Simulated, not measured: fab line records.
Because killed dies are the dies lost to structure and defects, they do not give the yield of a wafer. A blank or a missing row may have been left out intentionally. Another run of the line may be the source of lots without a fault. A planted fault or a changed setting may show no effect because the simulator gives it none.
Chamber matching :: flow n5-finfet :: cmp-04 running N5_BEOL_M10_CMP_52: 4 sister chambers
The step polishes, stops on SiCOH lowk, t overpolish 7 s, target thk 140 nm. 8 wafers are shown with their chamber, then 12 later ones without.

## WAFERS WITH THEIR CHAMBER
wafer: L085.4
chamber: 3
motor-current-A (A): 5.9
overpolish-run-s (s): 7.012

wafer: L088.3
chamber: 2
motor-current-A (A): 5.9
overpolish-run-s (s): 7.000

wafer: L087.3
chamber: 3
motor-current-A (A): 6.1
overpolish-run-s (s): 7.001

wafer: L087.4
chamber: 1
motor-current-A (A): 5.9
overpolish-run-s (s): 7.016

wafer: L087.6
chamber: 0
motor-current-A (A): 6.2
overpolish-run-s (s): 7.011

wafer: L089.1
chamber: 0
motor-current-A (A): 6.2
overpolish-run-s (s): 6.995

wafer: L089.2
chamber: 2
motor-current-A (A): 5.9
overpolish-run-s (s): 6.989

wafer: L089.4
chamber: 1
motor-current-A (A): 5.8
overpolish-run-s (s): 7.016

## WAFERS WITHOUT THEIR CHAMBER
wafer: L090.3
motor-current-A (A): 5.7
overpolish-run-s (s): 6.987

wafer: L090.4
motor-current-A (A): 6.2
overpolish-run-s (s): 6.987

wafer: L090.6
motor-current-A (A): 6.2
overpolish-run-s (s): 7.007

wafer: L095.1
motor-current-A (A): 5.8
overpolish-run-s (s): 7.017

wafer: L095.3
motor-current-A (A): 5.9
overpolish-run-s (s): 6.992

wafer: L095.4
motor-current-A (A): 6.1
overpolish-run-s (s): 6.995

wafer: L094.1
motor-current-A (A): 6.1
overpolish-run-s (s): 7.004

wafer: L094.4
motor-current-A (A): 6.0
overpolish-run-s (s): 6.995

wafer: L094.6
motor-current-A (A): 6.2
overpolish-run-s (s): 6.997

wafer: L097.1
motor-current-A (A): 5.8
overpolish-run-s (s): 6.998

wafer: L097.2
motor-current-A (A): 5.9
overpolish-run-s (s): 7.005

wafer: L097.6
motor-current-A (A): 6.2
overpolish-run-s (s): 7.008

## CHAMBER TAKEN BY EACH
wafer: L090.3
from the rows above: can't be placed: 2 or 1 or 3
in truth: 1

wafer: L090.4
from the rows above: can't be placed: 0 or 3 or 2
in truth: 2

wafer: L090.6
from the rows above: 0
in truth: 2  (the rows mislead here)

wafer: L095.1
from the rows above: 1
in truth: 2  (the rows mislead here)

wafer: L095.3
from the rows above: can't be placed: 2 or 3
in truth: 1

wafer: L095.4
from the rows above: can't be placed: 0 or 3 or 2
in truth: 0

wafer: L094.1
from the rows above: can't be placed: 0 or 3 or 2
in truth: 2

wafer: L094.4
from the rows above: can't be placed: 2 or 3 or 0
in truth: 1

wafer: L094.6
from the rows above: 0
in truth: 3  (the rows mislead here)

wafer: L097.1
from the rows above: can't be placed: 2 or 1 or 3
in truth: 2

wafer: L097.2
from the rows above: can't be placed: 3 or 2 or 1
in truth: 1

wafer: L097.6
from the rows above: can't be placed: 0 or 3
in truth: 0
0 of 12 placed correctly. Unplaceable from these rows: 9, with the true chamber sitting among the candidates in 7. 3 placed wrongly.
How it was worked out, from the rows above alone: a wafer's distance from a chamber is the root of the sum, over the readings, of the square of ((its reading less the chamber's mean) divided by the reading's scatter). The wafer belongs to the nearest chamber; if the next one is less than 2 further off, it can't be placed. Each chamber's mean is taken over the wafers shown for it. The scatter: take each reading less its chamber's mean, square it, sum over the shown wafers, divide by the number of wafers less the number of chambers, and take the root.
